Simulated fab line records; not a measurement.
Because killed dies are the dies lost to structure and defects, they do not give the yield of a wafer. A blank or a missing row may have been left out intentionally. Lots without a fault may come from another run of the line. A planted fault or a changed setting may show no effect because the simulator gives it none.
The tool behind it: which one?    flow n5 finfet    19 wafers from 7 lots sampled at 3 of the route's 1938 steps

== WHAT THE GAUGES READ, wafer by wafer ==
N5_BEOL_M14_CD_MEAS_28 targets a cd of 284.4 nm.
lot   measured      on         cd nm (nm)
L588  day 11 13:22  cd sem-02  284.2 283.0 285.2
L587  day 11 13:40  cd sem-02  283.0 287.0 285.9
L590  day 11 13:43  cd sem-03  285.3 285.4 283.3
L589  day 11 23:52  cd sem-03  282.7 286.9 285.7
L591  day 12 13:02  cd sem-01  282.7 280.7 281.3
L594  day 15 01:07  cd sem-01  283.4 297.2
L601  day 15 06:25  cd sem-02  284.3 299.7

== EACH LOT AND THE TOOL THAT RAN IT (in order: tool; ch and the chambers of the sampled wafers; start) ==
lot   N5_BEOL_M14_DESCUM_15               N5_BEOL_M14_EXPOSE_25
L588  rie diel-01 ch 0,1, day 11 12:36    krf scanner-02 ch 0, day 11 13:12
L587  rie diel-02 ch 1,2,3, day 11 12:55  krf scanner-02 ch 0, day 11 13:30
L590  rie diel-01 ch 1,2, day 11 12:57    krf scanner-02 ch 0, day 11 13:32
L589  rie diel-04 ch 0,1,3, day 11 22:59  krf scanner-02 ch 0, day 11 23:41
L591  rie diel-02 ch 2,3, day 12 12:16    krf scanner-01 ch 0, day 12 12:52
L594  rie diel-01 ch 0,1, day 15 00:20    krf scanner-02 ch 0, day 15 00:56
L601  rie diel-04 ch 0,1, day 15 05:40    krf scanner-02 ch 0, day 15 06:15
- N5_BEOL_M14_DESCUM_15: chemistry O2, time 7.9 s.
- N5_BEOL_M14_EXPOSE_25: exposes mask M14, target cd 280 nm.

== THE ANSWER, worked out from the rows above alone ==
Rule: the usual values come from the lots themselves. The widest of any qualifying gaps counts: lots, ordered by their means at a reading, are off when they make up no more than a third of the lots, leave a main group of 4 or more, and stand apart from it by 3 or more times the standard deviation of that group's means. A main group is skipped when, at the precision printed for the reading in the tables above, its means are all equal. A lot without any number at a reading at which 4 lots or more have one is off too. The other lots that the step has rows for count as sound.
Off: L594, L601 (N5_BEOL_M14_CD_MEAS_28, cd nm). The main group: mean 284.2 nm, standard deviation 1.4.
If a tool, at a process step before that reading, ran all the lots that are off and no sound lot after the first of them, it fits. Gauges at N5_BEOL_M14_CD_MEAS_28: tried the same way as those tools. One fits: krf scanner-02 at N5_BEOL_M14_EXPOSE_25. Its last sound lot is L589 (day 11 23:41), its first lot that is off L594 (day 15 00:56): a fault that began between those two fits.

== WHAT THE SIMULATOR PUT IN ==
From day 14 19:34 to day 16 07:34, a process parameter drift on krf scanner-02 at N5_BEOL_M14_EXPOSE_25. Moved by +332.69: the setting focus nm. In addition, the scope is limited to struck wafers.
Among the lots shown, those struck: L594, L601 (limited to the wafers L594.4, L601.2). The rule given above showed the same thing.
